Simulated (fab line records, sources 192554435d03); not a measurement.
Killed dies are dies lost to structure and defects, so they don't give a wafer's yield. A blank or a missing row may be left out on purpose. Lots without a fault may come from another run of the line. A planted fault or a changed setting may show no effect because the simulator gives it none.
fab line records | flow n5_finfet
record lots=5 wafers=15 last_day=17
route steps=1938 shown BEOL_M3@979 PASSIVATION@1936
lots that met no fault: from a run of the same line without faults
start_h: hours from the record's first day to the start of the lot's first wafer shown | wait_h: hours since the lot's step before | " the same as in the row above | L1.1+2: a row that stands for several wafers | - no value, or no start given | * or withheld: withheld | < > ~ a bound
route shown NAME@n: a module of which the file shows steps, and the number in the route of the first | usual: mean/standard deviation of fault-free wafers | same: alike in all rows | chamber/n: place in a boat | sites: the reading at each site | _std_site: their standard deviation | _edge_site: outer sites' mean less inner sites' | radius_mm: how far each site lies from the wafer's centre | mask NAME#n: copy n | behind: the tool/chamber that last shaped the wafer | hold: why the lot was held/for how many hours/how that ended | device: the transistor (n, p or np) that didn't switch | end of line: the same wafers' tests at the end of the route | a step without rows: its recipe alone | killed: dies lost to structure and defects at the first sort, not the wafer's yield | map: a wafer's dies, x killed, . not, _ none there
set.NAME: the setting as run; set.NAME@STEP: as run at that earlier step | model.NAME: the simulator's own value behind a step, which no gauge read
lots at some steps of the route; a table a step, a row a wafer
services: from which hour (start_h, from the record's first day; less than 0 if before it) a tool's chamber was out of use, for how many hours, and why
## steps
# step N5_BEOL_M3_STRIP_36
# recipe chemistry=N2/H2 power_w=450 temp_c=40 pressure_mtorr=20 rf_frequency_hz=6e+07 overash_fraction=0.3 bias_power_w=7 h2_frac=0.5 n2_flow_sccm=200 h2_flow_sccm=200
# step N5_BEOL_M3_TRENCH_ETCH_37
# recipe chemistry=C4F6/O2 target_depth_a=555.55 target=SiOC time_s=29.2 ion_energy_ev=250 pressure_mtorr=30 source_w=355 bias_w=185 Ar_flow_sccm=300 C4F6_flow_sccm=10 O2_flow_sccm=10
# step N5_BEOL_M3_ETCH_41
# recipe chemistry=CH3F/O2 target=SiCN target_depth_a=299 taper_deg=2 time_s=52.5 ion_energy_ev=120 mask_material=TiN pressure_mtorr=30 source_w=395 bias_w=75 Ar_flow_sccm=150 CH3F_flow_sccm=30 O2_flow_sccm=20
# step N5_BEOL_M3_STRIP_97
# recipe chemistry=N2/H2 time_s=10 power_w=450 temp_c=40 pressure_mtorr=20 rf_frequency_hz=6e+07 bias_power_w=7 n2_flow_sccm=200 h2_flow_sccm=200
# usual bias_power_w=7.000/0.02 drypump_motor_current_A=5.7/0.4 oes_product_au=0.77/0.081 rf_vpp_V=59.2/0.83 showerhead_plenum_p_Torr=2.54/0.1 throttle_valve_pct=23.6/0.39
# columns lot.wafer tool chamber start_h wait_h bias_power_w drypump_motor_current_A oes_product_au rf_hours_counter_h rf_vpp_V showerhead_plenum_p_Torr throttle_valve_pct
L470.1 rie_diel-06 0 - - 6.991 5.8 0.90 38 59.7 2.47 23.2
L470.3 " 3 " " 7.009 5.3 0.84 63 59.6 2.67 23.6
L470.6 " 1 " " 7.008 5.9 0.86 - 59.2 2.57 23.0
L471.1 rie_diel-03 1 - - 7.010 6.0 0.79 85 59.3 2.68 23.1
L471.2 " 0 " " 6.980 5.3 0.83 66 60.3 2.69 23.5
L471.5 " 0 " " 7.003 5.2 0.84 - 60.1 2.69 23.5
L482.1 rie_diel-01 0 - - 7.018 5.2 0.70 192 60.0 2.63 23.9
L482.5 " 1 " " 7.019 5.9 0.70 - 59.2 2.51 23.3
L482.6 " 0 " " 7.020 5.2 0.70 - 60.1 2.63 23.9
L485.4 rie_diel-06 3 - - 7.009 5.3 0.81 91 58.5 2.66 23.6
L485.5 " 0 " " 6.998 5.8 0.86 - 60.8 2.46 23.3
L485.6 " 1 " " 7.002 5.9 0.83 - 59.9 2.56 23.1
L487.1 rie_diel-01 0 - - 6.990 5.2 0.69 205 58.6 2.63 23.9
L487.3 " 2 " " 6.962 6.1 0.67 - 58.7 2.39 23.6
L487.6 " 2 " " 7.040 6.1 0.68 - 59.9 2.39 23.6
# step N5_BEOL_M3_OCD_MEAS_38
# usual trench_depth_nm=55.3/0.98
# columns lot.wafer tool chamber start_h wait_h trench_depth_nm
L470.1 ocd-02 - 180.88 - 54.1
L470.3 " - " " 55.3
L470.6 " - " " 54.7
L471.1 ocd-01 - 183.71 - 54.3
L471.2 " - " " 56.5
L471.5 " - " " 56.1
L482.1 ocd-01 - 237.98 - 53.8
L482.5 " - " " 55.5
L482.6 " - " " 53.4
L485.4 ocd-01 - 273.31 - 55.9
L485.5 " - " " 55.3
L485.6 " - " " 55.9
L487.1 ocd-02 - 277.59 - 53.5
L487.3 " - " " 54.7
L487.6 " - " " 54.7
# step N5_BEOL_M3_HM_STRIP_39
# recipe chemistry=peroxide_tin_strip material=TiN target_depth_a=250 temp_c=50 time_s=158
# step N5_BEOL_M3_SRD_40
# recipe time_s=30 temp_c=23 rinse_liquid=diw dry=ipa_marangoni
# step N5_BEOL_M3_PRECLEAN_42
# recipe chemistry=residue_remover time_s=60 temp_c=40
# step N5_BEOL_M3_SRD_43
# recipe time_s=30 temp_c=23 rinse_liquid=diw dry=ipa_marangoni
# step N5_BEOL_M3_CD_MEAS_35
# recipe target_cd_nm=18 target_cd_y_nm=21 polarity=opening
# usual cd_nm=18.1/0.37
# columns lot.wafer tool chamber start_h wait_h cd_nm
L470.1 cd_sem-03 - 181.04 0.0 18.6
L470.3 " - " " 17.8
L470.6 " - " " 17.7
L471.1 cd_sem-01 - 183.87 0.0 17.7
L471.2 " - " " 18.3
L471.5 " - " " 18.3
L482.1 cd_sem-03 - 238.13 0.0 17.8
L482.5 " - " " 18.5
L482.6 " - " " 18.0
L485.4 cd_sem-02 - 273.47 0.0 17.8
L485.5 " - " " 17.8
L485.6 " - " " 18.1
L487.1 cd_sem-01 - 277.74 0.0 17.8
L487.3 " - " " 18.0
L487.6 " - " " 18.4
# step N5_BEOL_M3_DEGAS_44
# recipe ambient=vacuum temp_c=250 time_s=60
# step N5_BEOL_M3_PRE_CLEAN_45
# recipe gas=H2/He time_s=30 temp_c=250
# step N5_BEOL_M3_ALD_84
# recipe material=TaN target_thk_a=* temp_c=275 ald_precursor_family=PDMAT ald_co_reactant=NH3 pressure_torr=3 carrier_flow_sccm=1500 pulse_time_s=2 purge_time_s=3 co_reactant_purge_time_s=2 co_reactant_pulse_time_s=3 ald_cycles=30 precursor_vessel_temp_c=75 precursor_vessel_pressure_torr=26.25 precursor_vessel_carrier_sccm=1000
# usual heater_power_w=428/39
# same co_reactant_purge_time_s=2
# columns lot.wafer tool chamber start_h wait_h heater_power_w
L470.1 ald_metal-04 2 181.57 0.2 503
L470.3 " 0 " " 443
L470.6 " 2 " " 496
L471.1 ald_metal-03 2 184.57 0.0 428
L471.2 " 0 " " 449
L471.5 " 3 " " 399
L482.1 ald_metal-04 0 238.61 0.0 438
L482.5 " 2 " " 496
L482.6 " 1 " " 381
L485.4 ald_metal-03 2 274.32 0.0 431
L485.5 " 3 " " 403
L485.6 " 0 " " 448
L487.1 ald_metal-01 2 278.09 0.1 445
L487.3 " 0 " " 363
L487.6 " 3 " " 415
# step N5_BEOL_M3_SURFACE_TREAT_85
# recipe gas=Ar time_s=* ion_energy_ev=* ion_current_ma_cm2=0.5 pressure_mtorr=* ar_flow_sccm=30
# step N5_BEOL_M3_CVD_47
# recipe material=Co target_thk_a=30 temp_c=withheld precursor=CCTBA/H2 pressure_torr=30 time_s=223.8
# step N5_BEOL_M3_SPUTTER_48
# recipe material=Cu target_thk_a=45 temp_c=-20 chamber_pressure_pa=0.07 power_w=withheld time_s=8.29
# step N5_BEOL_M3_ANNEAL_49
# recipe temp_c=400 time_s=240 ambient=vacuum
# step N5_BEOL_M3_SPUTTER_79
# recipe material=Cu target_thk_a=45 temp_c=-20 chamber_pressure_pa=0.07 power_w=withheld time_s=8.29
# step N5_BEOL_M3_ANNEAL_80
# recipe temp_c=400 time_s=240 ambient=vacuum
# step N5_BEOL_M3_SPUTTER_81
# recipe material=Cu target_thk_a=45 temp_c=-20 chamber_pressure_pa=0.07 power_w=withheld time_s=8.29
# step N5_BEOL_M3_ANNEAL_82
# recipe temp_c=400 time_s=240 ambient=vacuum
# step N5_BEOL_M3_SPUTTER_86
# recipe material=Cu target_thk_a=45 temp_c=-20 chamber_pressure_pa=0.07 power_w=withheld time_s=8.29
# step N5_BEOL_M3_ANNEAL_87
# recipe temp_c=400 time_s=240 ambient=vacuum
# usual heater_power_w=869/140
# columns lot.wafer tool chamber start_h wait_h heater_power_w
L470.1 pvd_sputter-01 - 183.09 0.0 720
L470.3 " - " " 856
L470.6 " - " " 824
L471.1 pvd_sputter-03 - 185.82 0.0 815
L471.2 " - " " 757
L471.5 " - " " 678
L482.1 pvd_sputter-02 - 239.97 0.0 926
L482.5 " - " " 1065
L482.6 " - " " 709
L485.4 pvd_sputter-03 - 275.54 0.0 1181
L485.5 " - " " 1188
L485.6 " - " " 771
L487.1 pvd_sputter-01 - 279.69 0.0 844
L487.3 " - " " 820
L487.6 " - " " 848
# step N5_BEOL_M3_SPUTTER_88
# recipe material=Cu target_thk_a=45 temp_c=-20 chamber_pressure_pa=0.07 power_w=withheld time_s=8.29
# step N5_BEOL_M3_ANNEAL_89
# recipe temp_c=400 time_s=240 ambient=vacuum
# step N5_BEOL_M3_SPUTTER_90
# recipe material=Cu target_thk_a=45 temp_c=-20 chamber_pressure_pa=0.07 power_w=withheld time_s=8.29
# step N5_BEOL_M3_ANNEAL_91
# recipe temp_c=400 time_s=240 ambient=vacuum
# step N5_BEOL_M3_SPUTTER_92
# recipe material=Cu target_thk_a=45 temp_c=-20 chamber_pressure_pa=0.07 power_w=withheld time_s=8.29
# step N5_BEOL_M3_ANNEAL_93
# recipe temp_c=400 time_s=240 ambient=vacuum
# step N5_BEOL_M3_SPUTTER_94
# recipe material=Cu target_thk_a=45 temp_c=-20 chamber_pressure_pa=0.07 power_w=withheld time_s=8.29
# step N5_BEOL_M3_ANNEAL_95
# recipe temp_c=400 time_s=240 ambient=vacuum
# usual heater_power_w=868/140
# columns lot.wafer tool chamber start_h wait_h heater_power_w
L470.1 pvd_sputter-01 - 183.97 0.0 713
L470.3 " - " " 850
L470.6 " - " " 857
L471.1 pvd_sputter-03 - 186.70 0.0 843
L471.2 " - " " 760
L471.5 " - " " 685
L482.1 pvd_sputter-02 - 240.85 0.0 923
L482.5 " - " " 1015
L482.6 " - " " 698
L485.4 pvd_sputter-03 - 276.42 0.0 1193
L485.5 " - " " 1197
L485.6 " - " " 774
L487.1 pvd_sputter-01 - 280.57 0.0 858
L487.3 " - " " 835
L487.6 " - " " 817
# step N5_BEOL_M3_SPUTTER_96
# recipe material=Cu target_thk_a=45 temp_c=-20 chamber_pressure_pa=0.07 power_w=withheld time_s=8.29
# step N5_BEOL_M3_ECD_50
# recipe material=Cu target_thk_a=3000
# step N5_BEOL_M3_ANNEAL_51
# recipe temp_c=225 time_s=90 ambient=N2
# step N5_BEOL_M3_CMP_52
# recipe stop_on=SiOC t_overpolish_s=6.8 down_force_psi=1 platen_rpm=50 clearing_platen_down_force_psi=1.5 clearing_platen_rpm=50 post_cmp_clean=cu_alkaline target_thk_nm=40 clearing_platen_pad_velocity_m_s=0.99484 pad_velocity_m_s=0.99484
# step N5_BEOL_M3_THK_MEAS_53
# recipe thk_meas_gauge=xrf reads=Cu_of_BEOL_M3_ECD_50
# usual M3_THK=39.4/1.7
# columns lot.wafer tool chamber start_h wait_h M3_THK[nm]
L470.1 film_metro-02 - 184.90 - 37.5
L470.3 " - " " 38.5
L470.6 " - " " 39.9
L471.1 film_metro-01 - 187.69 - 39.9
L471.2 " - " " 41.7
L471.5 " - " " 40.9
L482.1 film_metro-02 - 241.78 - 37.6
L482.5 " - " " 40.7
L482.6 " - " " 39.7
L485.4 film_metro-01 - 277.35 - 39.1
L485.5 " - " " 40.8
L485.6 " - " " 41.2
L487.1 film_metro-01 - 281.49 - 34.6
L487.3 " - " " 36.9
L487.6 " - " " 38.2
# step N5_BEOL_M3_PRE_CLEAN_60
# recipe gas=NH3/H2 time_s=15 temp_c=* rf_power_w=300
# usual heater_power_w=83/27
# columns lot.wafer tool chamber start_h wait_h heater_power_w
L470.1 cvd_co-02 0 184.93 0.0 102
L470.3 " 1 " " 78
L470.6 " 1 " " 78
L471.1 cvd_co-02 2 187.72 0.0 69
L471.2 " 0 " " 99
L471.5 " 0 " " 99
L482.1 cvd_co-02 0 241.82 0.0 102
L482.5 " 0 " " 100
L482.6 " 2 " " 68
L485.4 cvd_co-01 2 277.41 0.1 57
L485.5 " 1 " " 61
L485.6 " 0 " " 136
L487.1 cvd_co-01 0 281.60 0.1 137
L487.3 " 2 " " 58
L487.6 " 2 " " 57
# step N5_BEOL_M3_CO_CAP_55
# recipe material=Co target_thk_a=20 temp_c=200 precursor=CCTBA/H2 pressure_torr=30 time_s=102.1
# step N5_BEOL_M3_PRE_CLEAN_56
# recipe gas=NH3 time_s=15 temp_c=withheld rf_power_w=300
# step N5_BEOL_M3_DEP_57
# recipe material=SiCN target_thk_a=80 temp_c=withheld precursor=3MS/NH3 pressure_torr=3 rf_w=202 time_s=14
# usual showerhead_plenum_p_Torr=3.671/0.017 throttle_valve_pct=8.9/0.44
# columns lot.wafer tool chamber start_h wait_h showerhead_plenum_p_Torr throttle_valve_pct
L470.1 pecvd-03 1 185.10 0.0 3.644 9.4
L470.3 " 2 " " 3.664 8.9
L470.6 " 0 " " 3.687 8.8
L471.1 pecvd-01 2 187.88 0.0 3.676 9.2
L471.2 " 1 " " 3.685 9.9
L471.5 " 2 " " 3.669 9.2
L482.1 pecvd-04 2 241.97 0.0 3.662 8.3
L482.5 " 0 " " 3.656 8.9
L482.6 " 2 " " 3.655 8.0
L485.4 pecvd-01 1 277.56 0.0 3.679 9.8
L485.5 " 2 " " 3.675 8.4
L485.6 " 0 " " 3.655 9.4
L487.1 pecvd-01 0 281.76 0.0 3.648 9.0
L487.3 " 2 " " 3.672 8.5
L487.6 " 1 " " 3.680 9.6
# step N5_BEOL_M3_RS_MEAS_58
# recipe thk_meas_gauge=four-point-probe reads=Co_of_BEOL_M3_CO_CAP_55+Cu_of_BEOL_M3_ECD_50+Co_of_BEOL_M3_CVD_47+TaN_of_BEOL_M3_ALD_84
# usual M3_RS=0.67/0.039
# columns lot.wafer tool chamber start_h wait_h M3_RS[ohm/sq]
L470.1 film_metro-02 - 185.17 0.0 0.71
L470.3 " - " " 0.68
L470.6 " - " " 0.65
L471.1 film_metro-01 - 187.95 0.0 0.66
L471.2 " - " " 0.63
L471.5 " - " " 0.64
L482.1 film_metro-02 - 242.04 0.0 0.71
L482.5 " - " " 0.65
L482.6 " - " " 0.66
L485.4 film_metro-01 - 277.61 0.0 0.69
L485.5 " - " " 0.65
L485.6 " - " " 0.64
L487.1 film_metro-02 - 281.82 0.0 0.79
L487.3 " - " " 0.73
L487.6 " - " " 0.70
# step N5_PASSIVATION_PROBE_49
# usual defect_limited_yield=91.7/1.5 killed_at_M0_to_M3=32/9.6 killed_at_M4_up=13/5.3 killed_at_contacts=12/6.8 killed_at_front_end=36/9.8 killed_at_other=4/3.1 killed_dies=98/17 killed_open=65/13 killed_short=32/8.5 sort_bin_5_function=4.9/0.93 sort_bin_6_memory=3.2/0.67 sort_bin_8_speed=0.00/0.02 sort_n_pass=1082/17 sort_yield_pct=91.7/1.4
# same gross_dies=1180 killed_at_back_side=0 sort_bin_4_leakage[%]=0
# columns lot.wafer tool chamber start_h wait_h defect_limited_yield[%] killed_at_M0_to_M3 killed_at_M4_up killed_at_contacts killed_at_front_end killed_at_other killed_dies killed_open killed_short sort_bin_5_function[%] sort_bin_6_memory[%] sort_bin_8_speed[%] sort_n_pass sort_yield_pct[%]
L482.5 prober-01 - 362.28 0.2 84.4 119 15 11 38 1 184 56 28 9.3 4.7 0 996 84.4
# killed by level:class
L482.5 BEOL_M3:unspecified=97 MOL_CONTACT_COAG:geometric_particle:open=10 FIN_SAQP:geometric_particle:open=9 BEOL_M3:geometric_particle:open=8 BEOL_M4:geometric_particle:open=6 STI_FIN_REVEAL:geometric_particle:open=5 GATE_CUT:geometric_particle:open=5 FIN_SAQP:geometric_particle:short=4
# map L482.5 (x killed, . not)
_________________...x........________________
______________.................x_____________
___________........................__________
__________x...........x............._________
________.....x..x....................._______
_______x....x.x.xx........x.........x.x______
______xx.xxxx.x..x.xx...............x..._____
_____.x.xxxxxxxxxx.....x.................____
____..xxxxxxxxxx......x....x..............___
___..x..xxxxxxxx.xx.x.x........x...........__
___.x.x.xxxxxxxxxxxx..x...x...........xx...__
__...xx.xxxxxxxxxxx..x.....x.xx..x.......x.._
__.....xxxxxxxxxxxx........................._
_.x...x.xxxxxxxxxx.....x.....................
_..........xxx..x.x..............x........x..
_...........x.........x..........x.....x.x...
_..............x........x........x...........
_............x....................x......xx..
_........x.......x.................x.........
_.....................x....................x.
_......x...........x................x........
__...x..............x...................x..._
__..x.x.............x......................._
___.....x..........x.........x.............__
___..x.....x.....x............x..........x.__
____..x.....................x......x...x..___
_____...................................x____
______x.....x......xx.......x..........._____
_______................................______
________.....x.............x.........._______
__________.x.........x.............._________
___________.................x......__________
______________.xx..............._____________
_________________..........x.________________
# map L470.3 (x killed, . not)
_________________x...........________________
______________....x.......x...x._____________
___________....................x...__________
__________....x....................._________
________.....x..x......x....x........._______
_______......x.x...................x.x.______
______.x..............x................._____
_____...............x....................____
____........................x........x....___
___......x............x..........x.........__
___.................x..................x...__
__....x.........................x..........._
__....xx....x..............x.....x...x......_
_.x.............x.......x....x....x..x.......
_...xx..............................x.....x..
_...x..x...xx........x.....x.................
_........x.......x.......x........x..x.......
_....x.......x................x..............
_..x.........................................
_..........xx.........x..................x...
_.....................x.x...........x.x......
__....x.....................x.......x......._
__.....x.x...............x...............x.._
___..x........x............................__
___...........x........................x...__
____x....................x...xxxx.........___
_____.x......x.......x.....x.x.........x.____
______....x.......x....x........x......._____
_______.x............x.................______
________......x...........x..........._______
__________...xx....................x_________
___________..........xx............__________
______________.................._____________
_________________...x.......x________________
## services
# columns tool chamber start_h hours kind
pecvd-03 2 164.62 5.5 scheduled_down
ald_metal-01 0 167.88 - calibration
ald_metal-03 2 184.91 2.0 repair
rie_diel-06 0 191.26 3.2 repair
rie_diel-03 0 195.40 6.6 repair
rie_diel-06 1 206.40 12.2 repair
pecvd-01 2 209.43 19.8 repair
pecvd-03 2 211.82 5.0 scheduled_down
rie_diel-06 - 215.37 0.3 repair
rie_diel-03 3 218.34 1.6 repair
rie_diel-03 - 218.39 7.2 repair
pecvd-01 2 229.28 - clean
pecvd-01 2 229.28 - consumable_replace:showerhead
pecvd-01 2 229.28 29.0 scheduled_down
pecvd-01 2 229.28 29.0 vent_cycle
pecvd-01 - 229.78 28.1 pm
rie_diel-03 3 231.56 - clean
rie_diel-03 3 231.56 - consumable_replace:focus_ring
rie_diel-03 3 231.56 15.0 scheduled_down
rie_diel-03 3 231.56 15.0 vent_cycle
rie_diel-06 3 248.87 4.0 repair
ald_metal-01 - 253.21 8.7 pm
pecvd-01 0 265.44 4.3 repair
rie_diel-01 1 271.31 18.5 repair
## key
first_sign step=N5_PASSIVATION_PROBE_49 reading=killed_at_M0_to_M3 direction=up sigmas=9 usual=32 struck=119
effect step=N5_PASSIVATION_PROBE_49 reading=killed_dies direction=up sigmas=5 usual=98 struck=184
more_kills_born_at N5_BEOL_M3_ALD_84@ald_metal-04=97
met_at N5_BEOL_M3_ALD_84
struck_wafers L482.5
onset_between 181.57 238.61
fault kind=chamber_particle_source tool=ald_metal-04 chamber=2 onset_h=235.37 steps=N5_BEOL_M3_ALD_84 rate_per_visit_cm2=0.40768 end_h=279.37
